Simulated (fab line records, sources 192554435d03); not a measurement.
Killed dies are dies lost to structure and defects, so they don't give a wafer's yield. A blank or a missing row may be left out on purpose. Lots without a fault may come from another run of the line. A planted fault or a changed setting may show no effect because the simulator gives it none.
Split-lot experiment | flow n5_finfet | 7 lots, 21 wafers read, on a route of 1938 steps

THE SPLIT
At N5_BEOL_M5_COAT_66 (time 60 s, resist thk 12 nm), the setting spin_rpm was moved away from the recipe's 1500 rpm on 5 of the 21 wafers read, by -10.0% to -3.5%. The other wafers ran this setting at the recipe's value.

FROM THE SPLIT TO THE READING: what the file shows between them, 5 steps
- N5_BEOL_M5_EXPOSE_25: exposes mask V4, defocus 10 nm (also split here: dose_mj)
- N5_BEOL_M5_PEB_26: peb time 60 s
- N5_BEOL_M5_DEVELOP_27: develop time 30 s
- N5_BEOL_M5_DESCUM_33: chemistry O2, time 7 s
- N5_BEOL_M5_ETCH_75: etches underlayer in N2/H2, target depth 6.5 nm, time 5.2 s

THE READING
CAR-EUV_of_BEOL_M5_COAT_22.thk_nm (the simulator's own value, which no gauge read), in nm, at N5_BEOL_M5_ETCH_67 (etches SiARC in CF4, target depth 15.6 nm, time 26 s). The file gives no usual value for it. The 16 wafers here that ran the recipe average 11.2 nm, standard deviation 0.11 nm.

wafer  | tool, chamber at the split | spin_rpm as run, rpm | against the recipe | CAR-EUV_of_BEOL_M5_COAT_22.thk_nm, nm | against lot-mates on the recipe
L076.2 | litho_track-01, 0          | 1500                 | recipe             | 11                                    | -
L076.3 | litho_track-01, 0          | 1500                 | recipe             | 11                                    | -
L076.4 | litho_track-01, 0          | 1500                 | recipe             | 11                                    | -
L078.1 | litho_track-02, 0          | 1500                 | recipe             | 11.2                                  | -
L078.4 | litho_track-02, 0          | 1500                 | recipe             | 11.2                                  | -
L078.6 | litho_track-02, 0          | 1447                 | -3.5%              | 10.8                                  | -0.4
L079.1 | litho_track-05, 0          | 1367                 | -8.9%              | 10.8                                  | -0.4
L079.2 | litho_track-05, 0          | 1500                 | recipe             | 11.2                                  | -
L079.4 | litho_track-05, 0          | 1367                 | -8.9%              | 10.8                                  | -0.4
L084.1 | litho_track-02, 0          | 1350                 | -10.0%             | 10.6                                  | -0.6
L084.3 | litho_track-02, 0          | 1350                 | -10.0%             | 10.6                                  | -0.6
L084.6 | litho_track-02, 0          | 1500                 | recipe             | 11.2                                  | -
L087.1 | litho_track-05, 0          | 1500                 | recipe             | 11.2                                  | -
L087.4 | litho_track-05, 0          | 1500                 | recipe             | 11.2                                  | -
L087.5 | litho_track-05, 0          | 1500                 | recipe             | 11                                    | -
L088.1 | litho_track-05, 0          | 1500                 | recipe             | 11.4                                  | -
L088.5 | litho_track-05, 0          | 1500                 | recipe             | 11.2                                  | -
L088.6 | litho_track-05, 0          | 1500                 | recipe             | 11.2                                  | -
L090.3 | litho_track-01, 0          | 1500                 | recipe             | 11.2                                  | -
L090.5 | litho_track-01, 0          | 1500                 | recipe             | 11.2                                  | -
L090.6 | litho_track-01, 0          | 1500                 | recipe             | 11                                    | -

THE FIT
A straight line over all 21 wafers: CAR-EUV_of_BEOL_M5_COAT_22.thk_nm changes by +0.0493 nm for each +1% of spin_rpm; r = +0.86; the points scatter about the line by 0.12 nm.
The same after taking each lot's own level away (the mean of its wafers on the recipe; 21 wafers): +0.0547 nm for each +1%; r = +0.93; scatter 0.086 nm.
On that fit, the largest move of spin_rpm shifts the reading by 0.55 nm.
The lots' own levels span 11.00 to 11.27 nm, that is 2.4 times the standard deviation above.
So the lot-to-lot level changes the slope little: the two slopes agree.
Check: with one of the wafers moved furthest among these (-10.0%) left out of the fit, the line predicts -0.537 nm for it against its lot-mates. It came out at -0.6 nm against them.

OTHER SPLITS ON THESE WAFERS
These wafers also went through other splits before the reading. Each is held against what the fit with the lots' levels taken away leaves over:
other split on the same wafers    | wafers away from the commonest value | r with CAR-EUV_of_BEOL_M5_COAT_22.thk_nm (lot level and that fit taken away)
N5_BEOL_M4_EXPOSE_08 dose_mj      | 4                                    | +0.10
N5_BEOL_M5_HM_DEP_02 target_thk_a | 7                                    | -0.23
N5_BEOL_M5_COAT_60 time_s         | 6                                    | +0.15
N5_BEOL_M5_EXPOSE_25 dose_mj      | 5                                    | +0.05

THE WHOLE CHAIN: every reading that the file lists as answering this split, in the file's order
step               | what it does                                         | reading                                                                            | change (the file's fit)                | r (the file's)
N5_BEOL_M5_COAT_66 | time 60 s, resist thk 12 nm                          | SiARC_of_BEOL_M5_COAT_66.thk_nm (the simulator's own value, which no gauge read)   | -0.0629 nm for each +1% of the setting | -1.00
N5_BEOL_M5_ETCH_67 | etches SiARC in CF4, target depth 15.6 nm, time 26 s | etch.depth_nm (the simulator's own value, which no gauge read)                     | -0.0627 nm for each +1% of the setting | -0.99
N5_BEOL_M5_ETCH_67 | etches SiARC in CF4, target depth 15.6 nm, time 26 s | CAR-EUV_of_BEOL_M5_COAT_22.thk_nm (the simulator's own value, which no gauge read) | +0.0574 nm for each +1% of the setting | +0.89

THE FILE'S OWN FIT
CAR-EUV_of_BEOL_M5_COAT_22.thk_nm changes by +0.0574 nm for each +1% of spin_rpm, r = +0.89.
